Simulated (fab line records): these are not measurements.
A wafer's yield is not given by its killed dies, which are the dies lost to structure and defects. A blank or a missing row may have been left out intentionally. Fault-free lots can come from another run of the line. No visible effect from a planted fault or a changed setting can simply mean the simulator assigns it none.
A lot that was struck, set against a sound lot ; flow n5 finfet ; 15 out of 1938 route steps
Sound: the wafers L237.1, L237.3, L237.6. Wafers struck: L229.3, L229.5, L229.6. At the end, the cause is stated.
For every step that has rows: the tool of each side, followed by ch and its chambers, followed by its first start. Under that, the readings that differ: sound wafers ; struck wafers ; difference of the means ; sigmas: that difference in standard deviations of wafers without a fault.
alike: a reading whose means differ by less than 2 such deviations, as well as words and numbers matching on both sides. not compared: withheld readings; readings where some wafer has no value; bounds like >300 that might hide an equal value; numbers whose values overlap and for which the record gives no deviation.
The two part at a step that has a row with sigmas, a row that says differs or no value, or rows on one side only. Numbers that have no deviation but don't overlap get no sigmas and don't part them. A reading missing from all wafers of one side parts the sides only when that side holds two or more wafers.

first, 10 steps without rows for these wafers: N5_FIN_CUT_DESCUM_13 (chemistry O2, time 7 s); N5_FIN_CUT_ETCH_30 (etches underlayer in N2/H2, target depth 13 nm, time 10.4 s); N5_FIN_CUT_ETCH_20 (etches SiARC in CF4, target depth 26 nm, time 43.3 s); N5_FIN_CUT_ETCH_21 (etches SOC in N2/H2, target depth 219 nm, overetch 43.8 nm, time 523.5 s); N5_FIN_CUT_STRIP_23 (strips in N2/H2); N5_FIN_CUT_STRIP_31 (strips in N2/H2); N5_FIN_CUT_STRIP_24 (strips in CF4); N5_FIN_CUT_CUT_ETCH_26 (etches SiNx in CH3F/O2, target depth 39 nm, time 55.7 s); N5_FIN_CUT_CUT_ETCH_27 (etches SiO2 in CHF3/O2, target depth 4 nm, overetch 2 nm, time 4.9 s); N5_FIN_CUT_PRECLEAN_35 (cleans in vHF, time 13.3 s).
N5_FIN_CUT_CUT_ETCH_15: etches Si in HBr/Cl2/O2, target depth 100 nm, bt time 10 s, time 42.4 s.
  sound on rie si-05 ch 2,3, day 7 09:08; struck on rie si-05 ch 0,3, day 5 10:22
  no value came back on the struck wafers for any of 6 readings (HBr_flow_sccm (sccm), O2_flow_sccm (sccm) and others); on the sound wafers HBr_flow_sccm (sccm) reads 149.6 150.7 149.7
reading;sound;struck;difference;sigmas
model.SOC_of_FIN_CUT_COAT_18.thk nm (nm);170.6 172 171.8;208.6 208.8 208;+37.0;
  not compared: rf hours counter h
N5_FIN_CUT_CUT_ETCH_28: etches Si in HBr/Cl2/O2, target depth 6 nm, time 2.4 s.
  sound on rie si-05 ch 2,3, day 7 09:11; struck on rie si-05 ch 0,3, day 5 10:25
reading;sound;struck;difference;sigmas
model.SOC_of_FIN_CUT_COAT_18.thk nm (nm);168.8 170.4 170;207 207.2 206.2;+37;
  alike: HBr_flow_sccm, O2_flow_sccm, drypump motor current A, mfc cl2 sccm, oes product au, throttle valve pct
  not compared: rf hours counter h
then, 1 step without rows for these wafers: N5_FIN_CUT_STRIP_22 (strips in N2/H2).
N5_BEOL_M4_RC_MEAS_101:
  the record has rows for the sound wafers here (prober-02 ch 0, day 15 09:59) and none for the struck ones
-- the record jumps here: 12 days lie between the struck wafers' starts before and after (it left off in module BEOL_M4 and takes up again in module PASSIVATION, whose first step shown is number 1936 of the route) --
N5_PASSIVATION_PROBE_49:
  struck on prober-01, day 17 17:18; sound on prober-02, day 21 08:46
reading;sound;struck;difference;sigmas
killed at front end;16 43;1116 1111 1108;+1082;+99 or more
killed dies;87 131;1180 1180 1180;+1071;+60
killed on rim;9 20;152 152 152;+138;+34
  alike: killed_at_M0_to_M3, killed_at_M4_up, killed at contacts, killed at other, killed open, killed short

## WHERE THEY PART
Last at N5_PASSIVATION_PROBE_49 as far as this record goes, first at N5_FIN_CUT_CUT_ETCH_15.

WHY: the cause the simulator had injected
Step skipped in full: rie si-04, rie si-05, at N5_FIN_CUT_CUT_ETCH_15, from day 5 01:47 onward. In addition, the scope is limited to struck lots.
